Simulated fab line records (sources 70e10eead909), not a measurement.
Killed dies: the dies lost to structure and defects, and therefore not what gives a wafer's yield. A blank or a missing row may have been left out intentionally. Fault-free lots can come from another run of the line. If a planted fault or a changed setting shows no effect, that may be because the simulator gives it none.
Matching of chambers ; flow nandHarc ; NHARC_P_BONDPAD_CMP_19 on cmp-04 has 4 sister chambers
The step polishes, t overpolish 30 s, cu recess touch 16 s, target thk 160.81 nm. 16 wafers are shown with their chamber, then 7 later ones without.

WAFERS PAIRED WITH THEIR CHAMBERS
wafer;chamber;motorCurrentA (A);overpolishRunS (s);padLifeWafers
L078.3;3;10.0;30.021;282
L078.4;2;11.9;29.999;285
L079.1;3;10.3;29.998;336
L079.2;0;10.9;29.988;337
L082.1;3;9.8;29.994;3
L082.2;0;11.0;29.999;0
L082.4;2;11.1;29.989;2
L084.2;2;11.1;29.998;105
L084.3;1;11.8;30.011;104
L084.4;3;10.6;30.010;102
L083.2;1;12.5;29.994;111
L083.4;3;10.1;30.012;109
L087.2;2;11.1;30.005;259
L087.4;3;10.2;29.982;260
L088.1;2;11.4;29.998;318
L088.3;1;11.9;29.998;321

SIGNATURES (averages over the wafers above)
reading;chamber 0;chamber 1;chamber 2;chamber 3;scatter within a chamber
motorCurrentA;10.950;12.067;11.320;10.167;0.31
overpolishRunS;29.99350;30.00100;29.99780;30.00283;0.0106
padLifeWafers;168.50;178.67;193.80;182.00;142
Rule: a wafer lies at a distance from a chamber equal to the root of the sum of squares, over the readings, of (its reading less the chamber's mean, divided by the reading's scatter). If the next closest chamber is less than 2 further off than the closest, the wafer can't be placed; otherwise it belongs to the closest. The scatter: take each reading less its chamber's mean, square it, sum over the shown wafers, divide by the number of wafers less the number of chambers, and take the root.

WAFERS MISSING THEIR CHAMBER
wafer;motorCurrentA (A);overpolishRunS (s);padLifeWafers
L088.4;11.2;30.002;320
L090.1;12.0;29.996;360
L090.4;10.1;30.001;362
L095.2;9.6;30.009;127
L095.3;12.1;29.999;129
L096.1;11.8;29.999;194
L096.3;11.0;29.992;195

THE CHAMBER EACH PASSED THROUGH
wafer;from the rows above;in truth
L088.4;can't be placed: 2 or 0 or 1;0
L090.1;can't be placed: 1 or 2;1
L090.4;can't be placed: 3 or 0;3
L095.2;3;3
L095.3;1;1
L096.1;can't be placed: 1 or 2 or 0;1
L096.3;can't be placed: 0 or 2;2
Correctly placed: 2 of 7. Not placeable from these rows: 5 (in 5, the candidates include the true chamber). Number placed wrongly: 0.
